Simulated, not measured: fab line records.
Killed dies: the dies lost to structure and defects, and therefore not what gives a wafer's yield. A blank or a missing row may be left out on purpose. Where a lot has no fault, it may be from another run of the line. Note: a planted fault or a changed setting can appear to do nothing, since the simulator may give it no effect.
Which tool did it? + flow nand harc + 33 wafers from 11 lots sampled at 5 of the route's 1159 steps

== WHAT THE GAUGES SHOWED, per wafer ==
NHARC_THIN_TSV_INSPECT_40.
| lot  | measured     | on                | raw defect count |
|------|--------------|-------------------|------------------|
| L373 | day 19 08:29 | defect inspect-02 | 661 543 560      |
| L377 | day 20 20:32 | defect inspect-02 | 534 554 534      |
| L381 | day 21 07:23 | defect inspect-02 | 406 380 419      |
| L382 | day 21 07:23 | defect inspect-01 | 393 442 458      |
| L391 | day 23 00:43 | defect inspect-02 | 432 484 349      |
| L388 | day 23 12:45 | defect inspect-02 | 1599 1477 1519   |
| L389 | day 23 12:45 | defect inspect-01 | 1512 1777 1823   |
| L390 | day 23 17:41 | defect inspect-02 | 427 494 482      |
| L396 | day 24 17:44 | defect inspect-02 | 419 472 440      |
| L394 | day 24 17:44 | defect inspect-02 | 448 424 399      |
| L395 | day 24 17:44 | defect inspect-01 | 490 406 417      |

== WHICH TOOL RAN EACH LOT (tool, then ch and the chambers of the sampled wafers, then the start) ==
| lot  | NHARC_THIN_TSV_ANNEAL_52         | NHARC_THIN_TSV_DESCUM_35           | NHARC_THIN_TSV_ETCH_59            | NHARC_THIN_TSV_STRIP_57             |
|------|----------------------------------|------------------------------------|-----------------------------------|-------------------------------------|
| L373 | rtp anneal-01 ch 0, day 19 00:34 | rie diel-11 ch 0,1, day 19 02:40   | rie metal-01 ch 0,1, day 19 02:52 | wet bench-08 ch 2,5,6, day 19 03:36 |
| L377 | rtp anneal-02 ch 0, day 20 12:45 | rie diel-11 ch 1,2, day 20 14:49   | rie metal-01 ch 0,1, day 20 14:56 | wet bench-10 ch 2,3,4, day 20 15:41 |
| L381 | rtp anneal-02 ch 0, day 20 23:19 | rie diel-12 ch 0,1,2, day 21 01:32 | rie metal-01 ch 0,1, day 21 01:40 | wet bench-08 ch 0,5,6, day 21 02:32 |
| L382 | rtp anneal-01 ch 0, day 21 01:02 | rie diel-06 ch 1,2,3, day 21 03:09 | rie metal-03 ch 0,1, day 21 03:17 | wet bench-10 ch 4,6,7, day 21 04:10 |
| L391 | rtp anneal-01 ch 0, day 22 18:15 | rie diel-12 ch 1,2, day 22 20:11   | rie metal-02 ch 0,1, day 22 20:18 | wet bench-08 ch 0,3,7, day 22 21:01 |
| L388 | rtp anneal-02 ch 0, day 23 05:13 | rie diel-11 ch 0,1, day 23 07:16   | rie metal-02 ch 0,1, day 23 07:23 | wet bench-10 ch 2,5,6, day 23 08:07 |
| L389 | rtp anneal-02 ch 0, day 23 06:27 | rie diel-06 ch 1,2,3, day 23 08:33 | rie metal-01 ch 1, day 23 08:41   | wet bench-10 ch 1,6,7, day 23 09:22 |
| L390 | rtp anneal-02 ch 0, day 23 09:58 | rie diel-06 ch 0,2, day 23 11:59   | rie metal-03 ch 0,1, day 23 12:11 | wet bench-08 ch 1,2,5, day 23 12:50 |
| L396 | rtp anneal-02 ch 0, day 24 09:51 | rie diel-11 ch 0,2, day 24 11:59   | rie metal-02 ch 0,1, day 24 12:07 | wet bench-08 ch 0,5,6, day 24 12:50 |
| L394 | rtp anneal-02 ch 0, day 24 11:13 | rie diel-06 ch 2,3, day 24 13:19   | rie metal-01 ch 0,1, day 24 13:29 | wet bench-08 ch 1,2,6, day 24 14:09 |
| L395 | rtp anneal-02 ch 0, day 24 12:08 | rie diel-12 ch 0,3, day 24 14:14   | rie metal-03 ch 1, day 24 14:22   | wet bench-08 ch 0,5,6, day 24 15:05 |
- NHARC_THIN_TSV_ANNEAL_52: time 90 s.
- NHARC_THIN_TSV_DESCUM_35: chemistry O2, time 3 s.
- NHARC_THIN_TSV_ETCH_59: etches the open film in Cl2/BCl3, target depth 880 nm, time 138.1 s.
- NHARC_THIN_TSV_STRIP_57: strips in post etch residue remover, time 1200 s.

== THE ANSWER, worked out from the rows above alone ==
Rule: the lots themselves supply what counts as usual. The widest of any qualifying gaps counts: lots, ordered by their means at a reading, are off when they make up no more than a third of the lots, leave a main group of 4 or more, and stand apart from it by 3 or more times the standard deviation of that group's means. A main group is skipped when, at the precision printed for the reading in the tables above, its means are all equal. Also off: a lot with no number at a reading for which 4 or more lots have one. Any other lot the step has rows for is counted as sound.
Off, at NHARC_THIN_TSV_INSPECT_40 on raw defect count: L388, L389. The main group: mean 462, standard deviation 58.
If a tool, at a process step before that reading, ran all the lots that are off and no sound lot after the first of them, it fits. Those tools and the gauges at NHARC_THIN_TSV_INSPECT_40 are tried in the same way. One candidate fits, namely wet bench-10 at NHARC_THIN_TSV_STRIP_57. Its last sound lot is L382 (day 21 04:10), its first lot that is off L388 (day 23 08:07): a fault that began between those two fits.

== WHAT HAD BEEN PUT IN BY THE SIMULATOR ==
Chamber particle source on wet bench-10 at NHARC_THIN_TSV_STRIP_57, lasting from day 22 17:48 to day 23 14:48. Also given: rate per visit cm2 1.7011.
Struck lots among those shown: L388, L389. The same result came from the rule above.
